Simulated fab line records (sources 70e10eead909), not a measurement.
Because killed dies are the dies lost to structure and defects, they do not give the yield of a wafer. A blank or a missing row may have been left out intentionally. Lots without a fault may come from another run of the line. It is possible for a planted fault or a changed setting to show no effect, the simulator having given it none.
The tool behind it: which one?    flow nand harc    37 wafers from 13 lots sampled at 4 of the route's 1302 steps

== WHAT THE GAUGES SHOWED, per wafer ==
The record holds no reading of a measuring or inspecting step that can be judged against a usual standard deviation.

== TOOL THAT RAN EACH LOT (tool first, then ch and the chambers of the sampled wafers, then the start) ==
lot   NHARC_A_SLIT_DEP_23              NHARC_A_WL_FILL_ALD_02               NHARC_A_WL_FILL_CVD_03         NHARC_A_WL_FILL_ETCHBACK_26
L390  pecvd-03 ch 0,1,2, day 20 03:40  ald metal-03 ch 1,2, day 20 17:55    cvd w-01 ch 0,1, day 20 18:22  rie si-01 ch 2,3, day 21 10:26
L389  pecvd-04 ch 0,1,2, day 20 09:55  ald metal-01 ch 0,1,2, day 21 00:21  cvd w-02 ch 0,1, day 21 00:50  rie si-01 ch 1,2,3, day 21 17:59
L391  pecvd-04 ch 0,2, day 20 14:19    ald metal-04 ch 1,2, day 21 04:57    cvd w-02 ch 0,1, day 21 05:24  rie si-06 ch 0,2,3, day 21 21:05
L392  pecvd-01 ch 0,1,2, day 20 22:36  ald metal-01 ch 0,1,2, day 21 16:41  cvd w-01 ch 0,1, day 21 17:08  rie si-06 ch 0,2,3, day 22 08:01
L399  pecvd-03 ch 0,1, day 23 17:21    ald metal-01 ch 1,2,3, day 24 07:55  cvd w-01 ch 0,1, day 24 08:22  rie si-06 ch 0,2,3, day 25 00:14
L398  pecvd-04 ch 0,2, day 23 17:23    ald metal-04 ch 1,2,3, day 24 07:44  cvd w-02 ch 0,1, day 24 08:11  rie si-01 ch 0,1,2, day 25 00:14
L400  pecvd-04 ch 0,2, day 24 05:15    ald metal-04 ch 0,3, day 24 19:41    cvd w-02 ch 0,1, day 24 20:11  rie si-06 ch 0,3, day 25 12:01
L401  pecvd-04 ch 0,1, day 24 21:50    ald metal-04 ch 0,1, day 25 13:08    cvd w-01 ch 1, day 25 13:27    rie si-03 ch 1,2, day 26 03:13
L404  pecvd-03 ch 0,1,2, day 25 21:46  ald metal-01 ch 1,2,3, day 26 14:46  cvd w-02 ch 0,1, day 26 15:14  rie si-03 ch 0,2,3, day 27 06:50
L405  pecvd-04 ch 0,1, day 26 13:39    ald metal-01 ch 0,3, day 27 04:17    cvd w-02 ch 0,1, day 27 04:49  rie si-06 ch 0,1,2, day 27 23:50
L408  pecvd-03 ch 1,2, day 27 20:32    ald metal-03 ch 0,3, day 28 10:44    cvd w-01 ch 0,1, day 28 11:10  rie si-03 ch 0,1,2, day 29 02:54
L411  pecvd-04 ch 0,1,2, day 27 22:06  ald metal-04 ch 0,1,2, day 28 16:26  cvd w-02 ch 0,1, day 28 16:58  rie si-06 ch 1,2,3, day 29 08:13
L409  pecvd-01 ch 0,1,2, day 27 23:37  ald metal-03 ch 0,1,2, day 28 16:01  cvd w-02 ch 0,1, day 28 16:28  rie si-03 ch 0,1,3, day 29 08:13
- NHARC_A_SLIT_DEP_23: deposits SiON, target thk 100 nm.
- NHARC_A_WL_FILL_ALD_02: deposits TiN, target thk 2 nm, pulse time 3 s, ald cycles 100.
- NHARC_A_WL_FILL_CVD_03: deposits W, target thk 40 nm, time 279 s.
- NHARC_A_WL_FILL_ETCHBACK_26: etches the open film in HBr, target depth 52 nm, time 13.3 s.

== WHAT THE TOOLS THEMSELVES READ (means of the sampled wafers that have a number; where no wafer has one, the mark that the record gives instead) ==
NHARC_A_SLIT_DEP_23. Usual: heater power w reads 750 W (standard deviation 96).
lot   tool      heater power w (W)  flag
L390  pecvd-03  723                 
L389  pecvd-04  755                 
L391  pecvd-04  797                 
L392  pecvd-01  784                 
L399  pecvd-03  631                 
L398  pecvd-04  761                 
L400  pecvd-04  786                 
L401  pecvd-04  656                 
L404  pecvd-03  742                 
L405  pecvd-04  727                 
L408  pecvd-03  754                 
L411  pecvd-04  753                 
L409  pecvd-01  786                 

NHARC_A_WL_FILL_ALD_02. Usual: heater power w 1077 W, standard deviation 160; precursor pulse height rel 1.000, standard deviation 0.02.
lot   tool          heater power w (W)  precursor pulse height rel  flag
L390  ald metal-03  1217                1.003                       
L389  ald metal-01  996                 0.987                       
L391  ald metal-04  1079                1.000                       
L392  ald metal-01  983                 1.009                       
L399  ald metal-01  913                 0.997                       
L398  ald metal-04  1068                1.002                       
L400  ald metal-04  1208                0.962                       
L401  ald metal-04  1192                1.013                       
L404  ald metal-01  933                 0.979                       
L405  ald metal-01  1022                0.996                       
L408  ald metal-03  914                 1.009                       
L411  ald metal-04  1177                0.999                       
L409  ald metal-03  1138                1.004                       

NHARC_A_WL_FILL_CVD_03. Usual: heater power w 505 W, standard deviation 28; mfc h2 sccm 1600 sccm, standard deviation 5.1; mfc wf6 sccm 40.00 sccm, standard deviation 0.12; throttle valve pct 7.9 %, standard deviation 0.54.
lot   tool      heater power w (W)  mfc h2 sccm (sccm)  mfc wf6 sccm (sccm)  throttle valve pct (%)  flag
L390  cvd w-01  493                 1599                40.05                7.7                     
L389  cvd w-02  531                 1603                40.14                7.7                     
L391  cvd w-02  507                 1603                40.00                8.0                     
L392  cvd w-01  488                 1596                40.13                7.7                     
L399  cvd w-01  483                 1599                39.95                8.2                     
L398  cvd w-02  516                 1604                40.06                8.3                     
L400  cvd w-02  525                 1603                39.81                8.1                     
L401  cvd w-01  487                 1597                39.88                8.3                     
L404  cvd w-02  512                 1599                39.94                8.4                     
L405  cvd w-02  527                 1591                40.02                7.9                     
L408  cvd w-01  492                 1596                39.91                8.1                     
L411  cvd w-02  516                 1600                40.07                8.2                     
L409  cvd w-02  510                 1604                39.92                8.2                     

NHARC_A_WL_FILL_ETCHBACK_26. Usual: drypump motor current A 5.8 A, standard deviation 0.44; he backside leak sccm 2.8 sccm, standard deviation 0.39; oes product au 0.997 a.u., standard deviation 0.014; throttle valve pct 23.266 %, standard deviation 0.0093.
lot   tool       drypump motor current A (A)  he backside leak sccm (sccm)  oes product au (a.u.)  throttle valve pct (%)  flag
L390  rie si-01  5.6                          3.0                           0.985                  23.279                  
L389  rie si-01  5.6                          2.8                           0.989                  23.266                  
L391  rie si-06  5.5                          2.5                           0.996                  23.267                  
L392  rie si-06  5.5                          3.1                           0.992                  23.277                  
L399  rie si-06  5.5                          2.9                           0.992                  23.269                  
L398  rie si-01  6.0                          2.5                           0.992                  23.262                  
L400  rie si-06  5.6                          2.6                           1.004                  23.270                  
L401  rie si-03  5.3                          2.7                           1.014                  23.258                  
L404  rie si-03  5.6                          3.2                           0.993                  23.257                  
L405  rie si-06  5.9                          2.6                           0.994                  23.258                  
L408  rie si-03  5.6                          2.6                           1.010                  23.272                  
L411  rie si-06  5.7                          2.5                           1.000                  23.262                  
L409  rie si-03  5.6                          2.7                           0.993                  23.266                  

== THE ANSWER, worked out from the rows above alone ==
Rule: lot off if the mean of its wafers having a number is beyond 3 standard deviations from the usual mean. A lot without any number at a reading at which 4 lots or more have one is off too. Where the step has rows for the other lots, those lots are counted as sound. Order of review: gauges by route order, followed by the tools' own readings, for which a lot's mean as printed above is used. The first step at which some lot is off is used, and at that step the reading that is off furthest; a lot without a number counts as furthest.
Across all readings shown, no lot is off: no conclusion can be drawn from this.

== WHAT THE SIMULATOR PUT IN ==
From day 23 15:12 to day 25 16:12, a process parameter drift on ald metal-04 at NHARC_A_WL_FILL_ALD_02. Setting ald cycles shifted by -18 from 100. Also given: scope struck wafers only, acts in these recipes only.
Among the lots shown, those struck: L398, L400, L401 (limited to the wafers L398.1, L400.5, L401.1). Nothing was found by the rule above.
